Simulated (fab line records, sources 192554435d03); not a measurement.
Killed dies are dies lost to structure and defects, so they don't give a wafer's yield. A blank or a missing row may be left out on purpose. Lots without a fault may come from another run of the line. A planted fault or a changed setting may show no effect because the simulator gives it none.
fab line records | flow n5_finfet
record lots=9 wafers=27 last_day=18
route steps=1938 shown FIN_SAQP@134 FIN_CUT@165 BEOL_M4@1111 PASSIVATION@1936
lots that met no fault: from a run of the same line without faults
start_h: hours from the record's first day to the start of the lot's first wafer shown | wait_h: hours since the lot's step before | " the same as in the row above | L1.1+2: a row that stands for several wafers | - no value, or no start given | * or withheld: withheld | < > ~ a bound
route shown NAME@n: a module of which the file shows steps, and the number in the route of the first | usual: mean/standard deviation of fault-free wafers | same: alike in all rows | chamber/n: place in a boat | sites: the reading at each site | _std_site: their standard deviation | _edge_site: outer sites' mean less inner sites' | radius_mm: how far each site lies from the wafer's centre | mask NAME#n: copy n | behind: the tool/chamber that last shaped the wafer | hold: why the lot was held/for how many hours/how that ended | device: the transistor (n, p or np) that didn't switch | end of line: the same wafers' tests at the end of the route | a step without rows: its recipe alone | killed: dies lost to structure and defects at the first sort, not the wafer's yield | map: a wafer's dies, x killed, . not, _ none there
set.NAME: the setting as run; set.NAME@STEP: as run at that earlier step | model.NAME: the simulator's own value behind a step, which no gauge read
steps of the route over a sample of lots; a table a step, a row a wafer
services: from which hour (start_h, from the record's first day; less than 0 if before it) a tool's chamber was out of use, for how many hours, and why
## steps
# step N5_FIN_SAQP_ETCH_69
# recipe chemistry=N2/H2 target=SOC target_depth_a=1500 stop_on=SiNx ion_energy_ev=100 bias_w=61 pressure_mtorr=30 source_w=850 n2_flow_sccm=200 h2_flow_sccm=200
# usual drypump_motor_current_A=5.8/0.46 oes_product_au=0.76/0.085 rf_vpp_V=240.1/1.3 showerhead_plenum_p_Torr=2.50/0.071 throttle_valve_pct=17.85/0.28
# columns lot.wafer tool chamber start_h wait_h drypump_motor_current_A oes_product_au rf_hours_counter_h rf_vpp_V showerhead_plenum_p_Torr throttle_valve_pct
L753.3 rie_diel-06 0 26.13 - 6.6 0.72 197 240.5 2.50 17.96
L753.5 " 2 " " 5.5 0.75 - 239.2 2.46 18.05
L753.6 " 1 " " 6.0 0.73 - 239.4 2.53 18.06
L757.1 rie_diel-06 0 50.80 - 6.6 0.71 207 240.7 2.49 17.96
L757.5 " 2 " " 5.4 0.74 - 237.3 2.46 18.07
L757.6 " 3 " " 6.5 0.97 - 240.5 2.50 17.64
L758.1 rie_diel-04 1 55.77 - 5.2 0.75 141 238.6 2.45 17.37
L758.2 " 2 " " 5.8 0.76 136 242.5 2.67 17.97
L758.3 " 0 " " 5.6 0.71 193 238.4 2.43 17.80
L759.1 rie_diel-06 1 63.58 - 6.0 0.71 192 240.2 2.52 18.08
L759.3 " 0 " " 6.6 0.71 212 240.7 2.49 17.97
L759.6 " 1 " " 6.0 0.72 - 241.4 2.52 18.09
L763.2 rie_diel-05 0 84.82 - 5.7 0.71 206 237.8 2.39 17.78
L763.3 " 2 " " 5.1 0.71 177 242.3 2.65 17.67
L763.4 " 1 " " 6.1 0.92 8 240.2 2.52 17.58
L769.3 rie_diel-06 3 121.34 - 6.5 0.90 32 241.5 2.49 17.68
L769.4 " 2 " " 5.4 0.72 - 241.2 2.45 18.11
L769.6 " 1 " " 6.0 0.70 - 240.2 2.51 18.11
L772.1 rie_diel-06 1 139.11 - 6.0 0.70 221 239.8 2.51 18.13
L772.4 " 0 " " 6.7 0.70 229 239.7 2.49 18.00
L772.6 " 0 " " 6.7 0.70 - 240.4 2.49 18.01
L775.1 rie_diel-04 2 156.30 - 5.8 0.72 170 241.8 2.65 18.02
L775.4 " 1 " " 5.2 0.71 179 240.2 2.43 17.43
L775.5 " 1 " " 5.2 0.71 - 239.1 2.43 17.44
L776.1 rie_diel-04 1 164.45 - 5.2 0.70 182 239.7 2.43 17.43
L776.5 " 1 " " 5.2 0.71 - 238.9 2.43 17.44
L776.6 " 2 " " 5.8 0.72 - 242.6 2.65 18.05
# step N5_FIN_SAQP_STRIP_70
# recipe chemistry=N2/H2 power_w=500 temp_c=40 pressure_mtorr=50 rf_frequency_hz=6e+07 overash_fraction=0.3 bias_power_w=28 h2_frac=0.5 n2_flow_sccm=300 h2_flow_sccm=300
# usual drypump_motor_current_A=5.8/0.46 oes_product_au=0.76/0.087 rf_vpp_V=121.6/0.92 showerhead_plenum_p_Torr=3.30/0.091 throttle_valve_pct=19.0/0.46
# columns lot.wafer tool chamber start_h wait_h drypump_motor_current_A oes_product_au rf_hours_counter_h rf_vpp_V showerhead_plenum_p_Torr throttle_valve_pct
L753.3 rie_diel-06 0 26.23 0.0 6.6 0.72 197 123.3 3.30 19.0
L753.5 " 2 " " 5.5 0.74 - 120.9 3.26 19.5
L753.6 " 1 " " 6.0 0.75 - 121.6 3.34 19.1
L757.1 rie_diel-06 0 50.90 0.0 6.7 0.71 207 122.7 3.30 19.0
L757.5 " 2 " " 5.5 0.73 - 120.5 3.25 19.5
L757.6 " 3 " " 6.5 0.97 - 122.3 3.30 18.8
L758.1 rie_diel-04 1 55.87 0.0 5.3 0.73 142 121.4 3.24 18.3
L758.2 " 2 " " 5.8 0.75 136 120.8 3.52 19.1
L758.3 " 0 " " 5.6 0.72 193 120.2 3.21 19.4
L759.1 rie_diel-06 1 63.68 0.0 6.0 0.73 192 121.0 3.33 19.1
L759.3 " 0 " " 6.6 0.71 212 121.6 3.30 19.0
L759.6 " 1 " " 6.0 0.74 - 122.6 3.33 19.1
L763.2 rie_diel-05 0 84.92 0.0 5.7 0.70 206 120.4 3.17 18.7
L763.3 " 2 " " 5.1 0.73 177 122.7 3.50 18.7
L763.4 " 1 " " 6.1 0.95 8 121.5 3.33 18.8
L769.3 rie_diel-06 3 121.44 0.0 6.5 0.89 33 120.5 3.29 18.8
L769.4 " 2 " " 5.5 0.71 - 119.6 3.24 19.6
L769.6 " 1 " " 6.0 0.72 - 122.5 3.32 19.1
L772.1 rie_diel-06 1 139.21 0.0 6.0 0.71 221 120.8 3.32 19.2
L772.4 " 0 " " 6.7 0.69 229 121.2 3.29 19.1
L772.6 " 0 " " 6.7 0.69 - 123.2 3.29 19.1
L775.1 rie_diel-04 2 156.40 0.0 5.8 0.73 170 121.7 3.50 19.2
L775.4 " 1 " " 5.2 0.71 180 122.5 3.22 18.3
L775.5 " 1 " " 5.2 0.70 - 121.2 3.22 18.3
L776.1 rie_diel-04 1 164.55 0.0 5.2 0.71 182 121.4 3.22 18.4
L776.5 " 1 " " 5.3 0.71 - 121.8 3.22 18.3
L776.6 " 2 " " 5.8 0.73 - 122.0 3.50 19.2
# step N5_FIN_SAQP_SPACER2_ALD_28
# recipe material=SiO2 target_thk_a=81 temp_c=300 ald_precursor_family=BDEAS ald_co_reactant=O2-plasma pulse_time_s=1 purge_time_s=2 co_reactant_purge_time_s=2 pressure_torr=2
# usual heater_power_w=476/48 precursor_pulse_height_rel=1.002/0.021
# columns lot.wafer tool chamber start_h wait_h heater_power_w precursor_pulse_height_rel
L753.3 ald_sin-01 1 26.43 0.1 429 1.028
L753.5 " 2 " " 542 0.966
L753.6 " 1 " " 429 0.997
L757.1 ald_sin-02 0 51.10 0.1 400 1.027
L757.5 " 3 " " 477 0.991
L757.6 " 0 " " 405 0.970
L758.1 ald_sin-01 0 56.07 0.1 429 1.014
L758.2 " 3 " " 436 0.993
L758.3 " 2 " " 561 1.014
L759.1 ald_sin-02 3 63.88 0.1 487 0.965
L759.3 " 1 " " 465 1.000
L759.6 " 0 " " 396 0.974
L763.2 ald_sin-04 2 85.12 0.1 480 1.020
L763.3 " 3 " " 482 0.987
L763.4 " 1 " " 546 0.991
L769.3 ald_sin-02 1 121.65 0.1 475 1.013
L769.4 " 3 " " 473 1.022
L769.6 " 0 " " 401 0.968
L772.1 ald_sin-02 2 139.42 0.1 506 1.022
L772.4 " 3 " " 492 0.996
L772.6 " 0 " " 406 1.013
L775.1 ald_sin-04 1 157.33 0.8 549 1.002
L775.4 " 2 " " 481 1.012
L775.5 " 1 " " 555 0.996
L776.1 ald_sin-01 2 164.76 0.1 531 1.003
L776.5 " 2 " " 501 0.994
L776.6 " 1 " " 427 1.015
# step N5_FIN_SAQP_CD_MEAS_37
# recipe target_cd_nm=8 polarity=line
# usual cd_nm=8.06/0.29
# columns lot.wafer tool chamber start_h wait_h cd_nm
L753.3 cd_sem-02 - 27.64 0.1 7.95
L753.5 " - " " 7.94
L753.6 " - " " 7.60
L757.1 cd_sem-01 - 52.14 0.1 8.08
L757.5 " - " " 8.06
L757.6 " - " " 7.59
L758.1 cd_sem-03 - 57.05 0.1 8.38
L758.2 " - " " 7.41
L758.3 " - " " 7.90
L759.1 cd_sem-01 - 64.86 0.1 7.66
L759.3 " - " " 8.38
L759.6 " - " " 8.07
L763.2 cd_sem-03 - 86.10 0.1 7.72
L763.3 " - " " 7.76
L763.4 " - " " 7.85
L769.3 cd_sem-02 - 122.63 0.1 8.24
L769.4 " - " " 8.51
L769.6 " - " " 7.95
L772.1 cd_sem-03 - 140.39 0.1 8.22
L772.4 " - " " 8.08
L772.6 " - " " 8.17
L775.1 cd_sem-02 - 158.53 0.1 8.51
L775.4 " - " " 7.90
L775.5 " - " " 8.01
L776.1 cd_sem-01 - 165.79 0.1 8.03
L776.5 " - " " 7.97
L776.6 " - " " 7.85
# step N5_FIN_SAQP_INSPECT_40
# recipe inspect_instrument=brightfield mode=aei
# usual raw_defect_count=237/71
# columns lot.wafer tool chamber start_h wait_h raw_defect_count
L753.3 defect_inspect-02 - 27.77 0.0 185
L753.5 " - " " 247
L753.6 " - " " 153
L757.1 defect_inspect-02 - 52.27 0.0 308
L757.5 " - " " 271
L757.6 " - " " 306
L758.1 defect_inspect-02 - 57.18 0.0 236
L758.2 " - " " 214
L758.3 " - " " 271
L759.1 defect_inspect-02 - 64.99 0.0 285
L759.3 " - " " 247
L759.6 " - " " 232
L763.2 defect_inspect-01 - 86.24 0.0 210
L763.3 " - " " 198
L763.4 " - " " 236
L769.3 defect_inspect-01 - 122.76 0.0 1308
L769.4 " - " " 1370
L769.6 " - " " 1325
L772.1 defect_inspect-01 - 140.52 0.0 1469
L772.4 " - " " 1379
L772.6 " - " " 1435
L775.1 defect_inspect-01 - 158.66 0.0 253
L775.4 " - " " 323
L775.5 " - " " 262
L776.1 defect_inspect-02 - 165.98 0.0 311
L776.5 " - " " 457
L776.6 " - " " 380
# step N5_FIN_CUT_INSPECT_10
# recipe mode=adi inspect_instrument=brightfield
# usual raw_defect_count=43/11
# columns lot.wafer tool chamber start_h wait_h raw_defect_count
L753.3 defect_inspect-02 - 28.28 0.0 57
L753.5 " - " " 44
L753.6 " - " " 39
L757.1 defect_inspect-02 - 52.66 0.1 64
L757.5 " - " " 49
L757.6 " - " " 44
L758.1 defect_inspect-02 - 57.57 0.1 34
L758.2 " - " " 27
L758.3 " - " " 60
L759.1 defect_inspect-02 - 65.51 0.1 50
L759.3 " - " " 38
L759.6 " - " " 45
L763.2 defect_inspect-01 - 86.76 0.1 50
L763.3 " - " " 37
L763.4 " - " " 47
L769.3 defect_inspect-02 - 123.15 0.0 1156
L769.4 " - " " 1170
L769.6 " - " " 1204
L772.1 defect_inspect-02 - 140.91 0.1 1231
L772.4 " - " " 1202
L772.6 " - " " 1234
L775.1 defect_inspect-02 - 159.18 0.1 33
L775.4 " - " " 61
L775.5 " - " " 53
L776.1 defect_inspect-02 - 166.49 0.1 56
L776.5 " - " " 72
L776.6 " - " " 65
# step N5_BEOL_M4_RC_MEAS_101
# usual DIBL_N=36.0/2.5 DIBL_P=36.7/3 IOFF_N=0.16/0.043 IOFF_P=0.21/0.049 ION_N=673/15 ION_P=461/9.8 SS_N=71.5/0.83 SS_P=73.4/0.83 VT_N=250/4 VT_P=-251/4
# columns lot.wafer tool chamber start_h wait_h DIBL_N[mV/V] DIBL_P[mV/V] IOFF_N[nA/um] IOFF_P[nA/um] ION_N[uA/um] ION_P[uA/um] SS_N[mV/dec] SS_P[mV/dec] VT_N[mV] VT_P[mV]
L753.3 prober-01 0 161.37 0.3 32.1 33.7 0.12 0.18 657 456 70.5 72.6 254 -254
L753.5 " 0 " " 33.0 33.8 0.14 0.18 671 459 71.7 72.8 254 -254
L753.6 " 0 " " 31.8 33.3 0.12 0.17 663 459 70.7 72.1 252 -250
L757.1 prober-01 0 186.86 0.0 29.9 30.0 0.09 0.13 677 470 69.7 71.6 256 -257
L757.5 " 0 " " 35.4 36.9 0.16 0.22 671 467 71.6 72.5 245 -249
L757.6 " 0 " " 32.0 32.9 0.11 0.17 675 475 71.5 71.8 254 -250
L758.1 prober-01 0 192.36 0.0 40.5 41.9 0.23 0.29 687 465 72.0 73.8 244 -245
L758.2 " 0 " " 32.2 32.5 0.09 0.15 647 452 69.8 71.4 258 -253
L758.3 " 0 " " 38.0 39.1 0.18 0.24 681 465 71.5 73.0 248 -247
L759.1 prober-01 0 199.92 0.0 34.7 36.8 0.13 0.22 668 469 71.1 74.0 250 -248
L759.3 " 0 " " 39.3 41.9 0.24 0.32 697 476 72.0 74.6 244 -243
L759.6 " 0 " " 35.2 37.8 0.14 0.23 660 461 70.2 74.2 253 -248
L763.2 prober-02 0 220.05 0.2 39.1 38.4 0.18 0.22 668 457 72.7 74.4 251 -251
L763.3 " 0 " " 37.2 37.8 0.15 0.21 665 455 71.9 73.5 251 -252
L763.4 " 0 " " 34.3 34.9 0.12 0.18 651 456 70.4 73.3 254 -255
L769.3 prober-01 0 270.19 0.3 34.1 34.3 0.12 0.15 682 458 70.1 72.9 251 -257
L769.4 " 0 " " 37.5 37.5 0.18 0.20 693 462 72.1 74.3 249 -252
L769.6 " 0 " " 33.7 34.6 0.12 0.17 666 460 71.0 73.0 253 -252
L772.1 prober-02 0 288.27 0.0 33.7 35.3 0.12 0.17 674 458 71.4 72.8 255 -256
L772.4 " 0 " " 35.5 37.1 0.15 0.19 679 461 71.3 73.7 250 -253
L772.6 " 0 " " 37.5 38.7 0.17 0.20 666 445 72.2 74.1 253 -252
L775.1 prober-01 0 319.88 0.0 36.6 39.2 0.19 0.24 694 479 70.8 73.8 242 -249
L775.4 " 0 " " 35.8 38.0 0.16 0.21 684 469 71.7 73.5 248 -251
L775.5 " 0 " " 35.0 36.9 0.14 0.20 669 461 71.0 73.1 252 -250
L776.1 prober-01 0 325.33 0.0 35.6 36.6 0.14 0.17 672 454 71.1 72.9 252 -256
L776.5 " 0 " " 37.2 38.3 0.17 0.19 683 463 71.8 73.6 251 -254
L776.6 " 0 " " 35.3 36.1 0.13 0.16 650 445 70.9 73.2 254 -258
# step N5_PASSIVATION_PROBE_49
# usual defect_limited_yield=91.1/1.5 killed_at_M0_to_M3=37/11 killed_at_M4_up=13/5.6 killed_at_contacts=12/5.6 killed_at_front_end=39/11 killed_at_other=4/3.1 killed_dies=105/18 killed_on_rim=14/3.8 killed_open=69/13 killed_short=35/7.4 sort_bin_5_function=5.1/0.92 sort_bin_6_memory=3.4/0.76 sort_bin_8_speed=0.02/0.11 sort_n_pass=1075/18 sort_yield_pct=91.1/1.5
# same gross_dies=1180 killed_at_back_side=0 sort_bin_4_leakage[%]=0
# columns lot.wafer tool chamber start_h wait_h defect_limited_yield[%] killed_at_M0_to_M3 killed_at_M4_up killed_at_contacts killed_at_front_end killed_at_other killed_dies killed_on_rim killed_open killed_short sort_bin_5_function[%] sort_bin_6_memory[%] sort_bin_8_speed[%] sort_n_pass sort_yield_pct[%]
L769.3 prober-02 - 390.29 0.1 87.5 27 11 11 97 1 147 23 58 37 7.2 3.8 0 1033 87.5
L769.4 prober-02 - 390.34 0.2 82.6 34 15 14 141 1 205 31 57 37 10.3 4.0 0 975 82.6
L769.6 prober-02 - 390.44 0.3 84.2 34 15 11 125 1 186 35 60 33 8.6 4.1 0 994 84.2
L772.1 prober-02 - 391.82 0.0 79.2 65 7 9 159 5 245 37 97 38 12.3 4.7 0 935 79.2
L772.4 prober-02 - 391.97 0.2 80.6 44 19 14 147 5 229 40 88 39 12.3 3.6 0 951 80.6
L772.6 prober-02 - 392.07 0.3 82.8 41 21 7 134 0 203 24 68 37 10.4 3.4 0 977 82.8
# killed by level:class
L769.3 FIN_SAQP:unspecified=52 STI_FIN_REVEAL:geometric_particle:open=13 FIN_SAQP:geometric_particle:short=11 FIN_SAQP:geometric_particle:open=9 MOL_CONTACT_COAG:geometric_particle:open=7 BEOL_M4:geometric_particle:open=6 GATE_CUT:geometric_particle:short=6 BEOL_M3:geometric_particle:open=6
L769.4 FIN_SAQP:unspecified=109 MOL_CONTACT_COAG:geometric_particle:open=12 BEOL_M0_SAQP:geometric_particle:short=12 GATE_CUT:geometric_particle:short=10 STI_FIN_REVEAL:geometric_particle:open=7 BEOL_M3:geometric_particle:open=7 BEOL_M2:geometric_particle:open=6 BEOL_M4:geometric_particle:open=5
L769.6 FIN_SAQP:unspecified=93 BEOL_M0_SAQP:geometric_particle:short=12 MOL_CONTACT_COAG:geometric_particle:open=10 BEOL_M3:geometric_particle:open=8 STI_FIN_REVEAL:geometric_particle:open=7 BEOL_M0_SAQP:geometric_particle:open=7 BEOL_M4:geometric_particle:open=7 FIN_SAQP:geometric_particle:short=6
L772.1 FIN_SAQP:unspecified=110 STI_FIN_REVEAL:geometric_particle:open=20 BEOL_M1:geometric_particle:open=15 BEOL_M0_SAQP:geometric_particle:short=12 BEOL_M0_SAQP:geometric_particle:open=10 BEOL_M2:geometric_particle:open=10 DUMMY_GATE:geometric_particle:open=9 FIN_SAQP:geometric_particle:open=8
L772.4 FIN_SAQP:unspecified=101 FIN_SAQP:geometric_particle:open=15 BEOL_M0_SAQP:geometric_particle:open=13 MOL_CONTACT_COAG:geometric_particle:open=12 BEOL_M0_SAQP:geometric_particle:short=11 DUMMY_GATE:geometric_particle:open=11 BEOL_M4:geometric_particle:open=9 STI_FIN_REVEAL:geometric_particle:open=7
L772.6 FIN_SAQP:unspecified=98 BEOL_M2:geometric_particle:short=9 BEOL_M4:geometric_particle:open=9 BEOL_M0_SAQP:geometric_particle:open=8 BEOL_M1:geometric_particle:open=8 STI_FIN_REVEAL:geometric_particle:open=7 FIN_SAQP:geometric_particle:open=6 GATE_CUT:geometric_particle:short=6
## services
# columns tool chamber start_h hours kind
ald_sin-01 2 4.51 8.8 repair
rie_diel-06 3 7.58 5.4 repair
rie_diel-05 - 11.67 0.7 repair
rie_diel-04 3 15.43 4.5 repair
ald_sin-02 - 19.39 6.0 pm
rie_diel-06 3 23.07 - clean
rie_diel-06 3 23.07 - consumable_replace:focus_ring
rie_diel-06 3 23.07 14.4 scheduled_down
rie_diel-06 3 23.07 14.4 vent_cycle
rie_diel-04 - 29.97 0.6 repair
rie_diel-05 3 46.35 2.7 repair
rie_diel-04 3 53.98 - clean
rie_diel-06 - 59.51 0.8 repair
rie_diel-05 2 59.86 3.2 repair
rie_diel-05 - 63.26 0.9 repair
ald_sin-01 - 85.25 14.0 pm
rie_diel-05 2 90.55 4.2 repair
rie_diel-06 0 107.86 29.5 repair
rie_diel-05 2 112.56 7.4 repair
rie_diel-04 2 130.36 10.1 repair
rie_diel-05 3 134.08 65.0 repair
ald_sin-01 - 145.61 14.6 pm
ald_sin-02 2 161.86 7.6 repair
ald_sin-01 0 163.64 3.5 repair
## key
first_sign step=N5_FIN_SAQP_INSPECT_40 reading=raw_defect_count direction=up sigmas=16 usual=237 struck=1381
effect step=N5_FIN_CUT_INSPECT_10 reading=raw_defect_count direction=up sigmas=99+ usual=43 struck=1200
effect step=N5_PASSIVATION_PROBE_49 reading=killed_at_front_end direction=up sigmas=8.6 usual=39 struck=134
more_kills_born_at N5_FIN_SAQP_SPACER2_ALD_28@ald_sin-02=563
met_at N5_FIN_SAQP_SPACER2_ALD_28
struck_lots L769,L772
not_acting_at N5_FIN_SAQP_ETCH_69,N5_FIN_SAQP_STRIP_70,N5_FIN_SAQP_CD_MEAS_37
onset_between 63.88 121.65
fault kind=chamber_particle_source tool=ald_sin-02 chamber=- onset_h=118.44 steps=N5_FIN_SAQP_SPACER2_ALD_28 rate_per_visit_cm2=1.7906 end_h=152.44
